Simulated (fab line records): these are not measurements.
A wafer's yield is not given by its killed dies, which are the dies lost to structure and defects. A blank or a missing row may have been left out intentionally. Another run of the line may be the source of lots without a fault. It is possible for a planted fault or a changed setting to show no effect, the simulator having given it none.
Split-lot trial	flow n5 finfet	21 wafers read from 7 lots, route of 1938 steps

ON THE SPLIT
At N5_BEOL_M15_COAT_22 (resist thk 800 nm), the setting spin rpm was moved away from the recipe's 1704 rpm on 4 of the 21 wafers read, by -10.0% to +8.7%. All remaining wafers had this setting at the recipe value.

THE PATH FROM SPLIT TO READING: the file shows 1 step between them
- N5_BEOL_M15_ETCH_61: etches BARC in N2/H2, target depth 89 nm, overetch 26.7 nm, time 67.9 s (also split here: time s)

THE READING
coat_of_BEOL_M15_COAT_22.thk nm (the simulator's own value, which no gauge read), in nm, at N5_BEOL_M15_TRENCH_ETCH_34 (etches SiO2 in C4F8/O2/Ar, target depth 872.93 nm, time 199 s). No usual value for it is given in the file. The 17 wafers here that ran the recipe average 539.2 nm, standard deviation 11 nm.

wafer	tool, chamber at the split	spin rpm as run, rpm	against the recipe	coat_of_BEOL_M15_COAT_22.thk nm, nm	against lot-mates on the recipe
L074.1	litho track-03, 0	1704	recipe	534.4	-
L074.2	litho track-03, 0	1704	recipe	544.8	-
L074.3	litho track-03, 0	1704	recipe	548.8	-
L076.1	litho track-03, 0	1704	recipe	543	-
L076.2	litho track-03, 0	1704	recipe	547.4	-
L076.4	litho track-03, 0	1704	recipe	551.2	-
L078.2	litho track-03, 0	1852	+8.7%	504	-36.6
L078.3	litho track-03, 0	1704	recipe	540.6	-
L078.6	litho track-03, 0	1852	+8.7%	502.8	-37.8
L082.1	litho track-02, 0	1704	recipe	534.8	-
L082.3	litho track-02, 0	1533	-10.0%	590.4	+55.2
L082.4	litho track-02, 0	1704	recipe	535.6	-
L084.2	litho track-03, 0	1704	recipe	533.2	-
L084.3	litho track-03, 0	1704	recipe	531.4	-
L084.5	litho track-03, 0	1704	recipe	522.6	-
L087.3	litho track-04, 0	1838	+7.9%	532.4	-22.2
L087.4	litho track-04, 0	1704	recipe	548.8	-
L087.5	litho track-04, 0	1704	recipe	560.4	-
L095.2	litho track-04, 0	1704	recipe	520	-
L095.4	litho track-04, 0	1704	recipe	545	-
L095.5	litho track-04, 0	1704	recipe	523.6	-

FIT RESULTS
A straight line over all 21 wafers: coat_of_BEOL_M15_COAT_22.thk nm changes by -3.87 nm for each +1% of spin rpm; r = -0.79; the points scatter about the line by 12 nm.
The same after taking each lot's own level away (the mean of its wafers on the recipe; 21 wafers): -4.45 nm for each +1%; r = -0.93; scatter 6.8 nm.
That fit puts the effect of the largest move of spin rpm on the reading at 45 nm.
Across the lots, their own levels run from 529.07 to 554.60 nm, a range of 2.4 times the standard deviation given above.
So the lot-to-lot level blurs the effect unless lot-mates are compared.
Check: with one of the wafers moved furthest among these (-10.0%) left out of the fit, the line predicts +38.8 nm for it against its lot-mates. Against them it came out at +55.2 nm.

THESE WAFERS: OTHER SPLITS
Other splits were also applied to these wafers ahead of the reading. Each is held against what the fit with the lots' levels taken away leaves over:
other split on the same wafers	wafers away from the commonest value	r with coat_of_BEOL_M15_COAT_22.thk nm (lot level and that fit taken away)
N5_BEOL_M14_PEB_26 peb temp c	8	-0.06
N5_BEOL_M15_ETCH_61 time s	7	-0.53

THE WHOLE CHAIN: every reading that the file lists as answering this split, in the file's order
step	what it does	reading	change (the file's fit)	r (the file's)
N5_BEOL_M15_COAT_22	resist thk 800 nm	coat_of_BEOL_M15_COAT_22.thk nm (the simulator's own value, which no gauge read)	-3.86 nm for each +1% of the setting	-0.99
N5_BEOL_M15_TRENCH_ETCH_34	etches SiO2 in C4F8/O2/Ar, target depth 872.93 nm, time 199 s	coat_of_BEOL_M15_COAT_22.thk nm (the simulator's own value, which no gauge read)	-4.42 nm for each +1% of the setting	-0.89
N5_BEOL_M15_ETCH_61	etches BARC in N2/H2, target depth 89 nm, overetch 26.7 nm, time 67.9 s	coat_of_BEOL_M15_COAT_22.thk nm (the simulator's own value, which no gauge read)	-3.98 nm for each +1% of the setting, in a fit together with time s@BEOL_M15_ETCH_61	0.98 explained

FILE'S OWN FIT
coat_of_BEOL_M15_COAT_22.thk nm changes by -4.42 nm for each +1% of spin rpm, r = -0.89.
